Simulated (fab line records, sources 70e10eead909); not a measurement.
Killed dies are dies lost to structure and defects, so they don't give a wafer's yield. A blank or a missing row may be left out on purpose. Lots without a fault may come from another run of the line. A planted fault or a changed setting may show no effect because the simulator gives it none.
Chamber matching | flow nand_harc | NHARC_P_BONDPAD_STRIP_15 on rie_diel-13: 4 sister chambers
The step strips in O2. 4 wafers are shown with their chamber, then 8 later ones without.

WAFERS WITH THEIR CHAMBER
wafer  | chamber | oes_product_au (a.u.)
L320.4 | 2       | 1.008
L322.4 | 0       | 0.990
L323.3 | 1       | 1.014
L323.5 | 3       | 0.998

WAFERS WITHOUT THEIR CHAMBER
wafer  | oes_product_au (a.u.)
L330.1 | 1.000
L330.5 | 1.003
L336.1 | 0.998
L336.4 | 0.987
L336.6 | 0.995
L335.3 | 1.006
L335.5 | 1.005
L335.6 | 1.006

WHICH CHAMBER EACH WENT THROUGH
wafer  | from the rows above     | in truth
L330.1 | 3                       | 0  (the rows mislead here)
L330.5 | can't be placed: 3 or 2 | 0
L336.1 | 3                       | 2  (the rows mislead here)
L336.4 | 0                       | 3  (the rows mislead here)
L336.6 | can't be placed: 3 or 0 | 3
L335.3 | 2                       | 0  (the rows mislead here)
L335.5 | can't be placed: 2 or 3 | 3
L335.6 | 2                       | 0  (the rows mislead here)
Placed correctly: 0 of 8. Can't be placed from these rows: 3 (the true chamber is among the candidates in 2). Placed wrongly: 5.
How it was worked out, from the rows above alone: a wafer's distance from a chamber is the root of the sum, over the readings, of the square of ((its reading less the chamber's mean) divided by the reading's scatter). The wafer belongs to the nearest chamber; if the next one is less than 2 further off, it can't be placed. A chamber's mean is the mean of its shown wafers. The scatter: with one shown wafer a chamber, the root of the mean of the squares of how far each hidden wafer lies from its nearest shown one.
